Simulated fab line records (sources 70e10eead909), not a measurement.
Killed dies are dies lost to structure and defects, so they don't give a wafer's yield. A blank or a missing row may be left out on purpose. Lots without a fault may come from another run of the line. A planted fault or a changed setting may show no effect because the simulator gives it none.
Comparing a struck lot with a sound one -- flow nandHarc -- 17 out of 1302 route steps
Sound: these wafers, L174.1, L174.5, L174.6. Struck: wafers L185.3, L185.6 (left out: L185.1, a lot-mate that was not struck); the cause follows at the end.
At each step with rows: each side's tool, then ch and its chambers, then its first start. Under that, the readings that differ: sound wafers -- struck wafers -- difference of the means -- sigmas: that difference in standard deviations of wafers without a fault.
alike: words and numbers the same on both sides, and readings whose means are apart by under 2 such deviations; not compared: readings that were withheld, readings missing a value for some wafer, numbers with overlapping values and no deviation given by the record, and bounds like >300 which may hide the same value.
A row with sigmas, a row that says differs or no value, or rows on one side alone: a step with any of these is where the two part. When numbers do not overlap yet have no deviation, they are printed without sigmas and do not part them. A reading missing from all wafers of one side parts the sides only when that side holds two or more wafers.

NHARC_P_GATE_CD_MEAS_59: target cd 720 nm.
  sound on cdSem-03 ch 0, day 9 13:00; struck on cdSem-02 ch 0, day 14 04:37
  alike: cdNm
then, 1 step without rows for these wafers: NHARC_P_GATE_HARDBAKE_60 (time 80 s).
NHARC_P_GATE_DESCUM_61: chemistry O2, time 3 s.
  sound on rieDiel-09 ch 1,2, day 9 13:10; struck on rieDiel-01 ch 1,3, day 14 04:46
reading,sound,struck,difference,sigmas
throttleValvePct (%),11.330 11.325 11.313,11.310 11.297,-0.019,-2
  alike: drypumpMotorCurrentA, mfcArSccm, oesProductAu, rfVppV, showerheadPlenumPTorr
  not compared: rfHoursCounterH
then, 1 step without rows for these wafers: NHARC_P_GATE_IMPLANT_62.
NHARC_P_GATE_STRIP_112: strips in N2/H2, time 200 s.
  sound on plasmaAsher-02 ch 0,1, day 9 13:34; struck on plasmaAsher-02 ch 0,1, day 14 05:08
  alike: drypumpMotorCurrentA, heaterPowerW, rfReflPowerW
  not compared: rfHoursCounterH
NHARC_P_GATE_STRIP_76: strips in O2.
  sound on plasmaAsher-02 ch 0,1, day 9 13:48; struck on plasmaAsher-02 ch 0,1, day 14 05:24
  alike: drypumpMotorCurrentA, heaterPowerW, rfReflPowerW
  not compared: rfHoursCounterH
then, 6 steps without rows for these wafers: NHARC_P_GATE_STRIP_63 (strips in SPM, time 900 s); NHARC_P_GATE_DEHYDRATE_83 (time 120 s); NHARC_P_GATE_HMDS_84 (time 30 s); NHARC_P_GATE_COAT_85; NHARC_P_GATE_SOFTBAKE_86 (time 95 s); NHARC_P_GATE_EBR_87.
NHARC_P_GATE_EXPOSE_88: exposes mask P HVN, target cd 2000 nm.
  sound on krfScanner-01 ch 0, day 9 14:33; struck on krfScanner-01 ch 0, day 14 06:02
  alike: mask
then, 2 steps without rows for these wafers: NHARC_P_GATE_PEB_89 (peb time 85 s); NHARC_P_GATE_DEVELOP_90 (time 70 s).
NHARC_P_GATE_CD_MEAS_91: target cd 2000 nm.
  sound on cdSem-01 ch 0, day 9 14:42; struck on cdSem-02 ch 0, day 14 06:12
reading,sound,struck,difference,sigmas
cdNm (nm),1999.8 2002.0 2000.4,2008.5 2011.4,+9.2,+6
then, 1 step without rows for these wafers: NHARC_P_GATE_HARDBAKE_92 (time 80 s).

## WHERE THEY PART
First at NHARC_P_GATE_DESCUM_61; last, within this record, at NHARC_P_GATE_CD_MEAS_91.

WHY: what the simulator had put in
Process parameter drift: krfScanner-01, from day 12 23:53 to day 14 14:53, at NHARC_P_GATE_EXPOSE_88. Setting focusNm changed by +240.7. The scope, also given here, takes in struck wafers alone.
